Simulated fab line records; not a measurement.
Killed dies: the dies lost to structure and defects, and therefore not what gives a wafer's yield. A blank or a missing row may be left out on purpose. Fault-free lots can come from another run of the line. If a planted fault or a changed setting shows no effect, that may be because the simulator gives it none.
The same fault as seen by 2 desks ; flow nandHarc ; only its own numbers are on each desk; what lay behind them is given at the end

== THE METROLOGY DESK ==
What the gauges read for every lot (on any tool): the sampled wafers with a number, averaged. Any lot whose mean is over 4 standard deviations away from the usual mean is out of limits and marked OUT; that distance is given in the brackets.
Columns: A = thkNm at NHARC_A_BONDPAD_THK_MEAS_20, usual 170.0 nm
lot;first seen here;A
L775;day 23 22:29;170.2
L777;day 24 03:49;169.6
L778;day 24 18:13;169.0
L780;day 25 01:44;170.2
L786;day 27 07:44;169.8
L787;day 28 04:34;170.9
L788;day 29 01:43;171.7
L789;day 29 03:29;170.0
L790;day 29 19:58;169.7
L793;day 30 18:22;169.0
L795;day 31 16:38;170.3
L796;day 32 03:23;169.5
L797;day 32 17:08;169.8
Finding of this desk: none of the 13 lots has anything out of limits.

== THE TOOL OWNER'S DESK: rieDiel-09 ==
The tool's own readings at NHARC_P_M1_ETCH_28 (etches the open film in CF4/N2, target depth 30 nm, time 72.99 s): means of the sampled wafers that have a number, for each lot that ran on this tool. Any lot whose mean is over 4 standard deviations away from the usual mean is out of limits and marked OUT; that distance is given in the brackets.
Columns: A = drypumpMotorCurrentA at NHARC_P_M1_ETCH_28, usual 5.6 A; B = oesProductAu at NHARC_P_M1_ETCH_28, usual 1.000 a.u.; C = rfVppV at NHARC_P_M1_ETCH_28, usual 313.7 V; D = showerheadPlenumPTorr at NHARC_P_M1_ETCH_28, usual 2.61 Torr; E = throttleValvePct at NHARC_P_M1_ETCH_28, usual 19.795 %
lot;first seen here;A;B;C;D;E
L775;day 6 17:20;5.6;0.997;313.8;2.54;19.796
L777;day 7 12:22;5.5;1.004;314.1;2.57;19.797
L778;day 7 23:19;5.4;0.999;313.8;2.58;19.789
L780;day 8 13:33;6.0;0.988;312.5;2.58;19.788
L786;day 11 03:57;5.7;0.995;311.9;2.53;19.781
L787;day 11 14:23;5.4;0.994;313.8;2.58;19.789
L790;day 12 22:41;5.8;0.992;314.2;2.64;19.802
L793;day 14 00:11;5.6;1.001;314.6;2.66;19.791
L796;day 15 16:33;5.7;0.995;312.4;2.52;19.797
Finding of this desk: none of the 9 lots has anything out of limits.

== PUT TOGETHER ==
At the metrology desk, nothing out of limits was observed.
The tool owner's desk saw nothing out of limits.

== WHAT THE SIMULATOR HAD PUT IN ==
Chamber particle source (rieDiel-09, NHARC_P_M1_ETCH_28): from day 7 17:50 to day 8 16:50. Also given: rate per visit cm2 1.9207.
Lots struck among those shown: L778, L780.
